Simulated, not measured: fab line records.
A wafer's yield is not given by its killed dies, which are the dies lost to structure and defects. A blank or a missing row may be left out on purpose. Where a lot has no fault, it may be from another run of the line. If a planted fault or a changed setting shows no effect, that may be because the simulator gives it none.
Matching of chambers / flow nand-harc / NHARC_P_BONDPAD_DEP_00 on pecvd-02: 3 sister chambers
The step deposits SiCN, target thk 250 nm. 6 wafers are shown with their chamber, then 6 later ones without.

## WAFERS, EACH WITH ITS CHAMBER
wafer=L467.6; chamber=2; heater-power-w (W)=643; rf-fwd-power-W (W)=448.6
wafer=L468.4; chamber=2; heater-power-w (W)=621; rf-fwd-power-W (W)=450.2
wafer=L468.5; chamber=1; heater-power-w (W)=569; rf-fwd-power-W (W)=451.6
wafer=L468.6; chamber=0; heater-power-w (W)=566; rf-fwd-power-W (W)=449.3
wafer=L471.3; chamber=1; heater-power-w (W)=553; rf-fwd-power-W (W)=451.1
wafer=L471.5; chamber=0; heater-power-w (W)=599; rf-fwd-power-W (W)=448.8

## WAFERS WITH NO CHAMBER GIVEN
wafer=L471.6; heater-power-w (W)=537; rf-fwd-power-W (W)=448.9
wafer=L477.5; heater-power-w (W)=560; rf-fwd-power-W (W)=447.8
wafer=L479.5; heater-power-w (W)=556; rf-fwd-power-W (W)=448.3
wafer=L486.2; heater-power-w (W)=499; rf-fwd-power-W (W)=448.9
wafer=L486.3; heater-power-w (W)=634; rf-fwd-power-W (W)=451.9
wafer=L486.4; heater-power-w (W)=502; rf-fwd-power-W (W)=449.2

## CHAMBER TAKEN BY EACH
wafer=L471.6; from the rows above=can't be placed: 0 or 1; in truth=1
wafer=L477.5; from the rows above=0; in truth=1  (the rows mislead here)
wafer=L479.5; from the rows above=0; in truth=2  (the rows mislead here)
wafer=L486.2; from the rows above=can't be placed: 0 or 1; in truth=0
wafer=L486.3; from the rows above=can't be placed: 2 or 1 or 0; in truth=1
wafer=L486.4; from the rows above=can't be placed: 1 or 0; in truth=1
Correct placement for 0 of the 6. Not placeable from these rows: 4 (in 4, the candidates include the true chamber). Wrongly placed: 2.
How it was worked out, from the rows above alone: a wafer's distance from a chamber is the root of the sum, over the readings, of the square of ((its reading less the chamber's mean) divided by the reading's scatter). The wafer belongs to the nearest chamber; if the next one is less than 2 further off, it can't be placed. For every chamber, the mean is computed from those of its wafers that are shown. How the scatter is found: for the shown wafers, subtract from each reading the mean of its chamber, square and add these, divide the total by (wafers less chambers), then take the root.
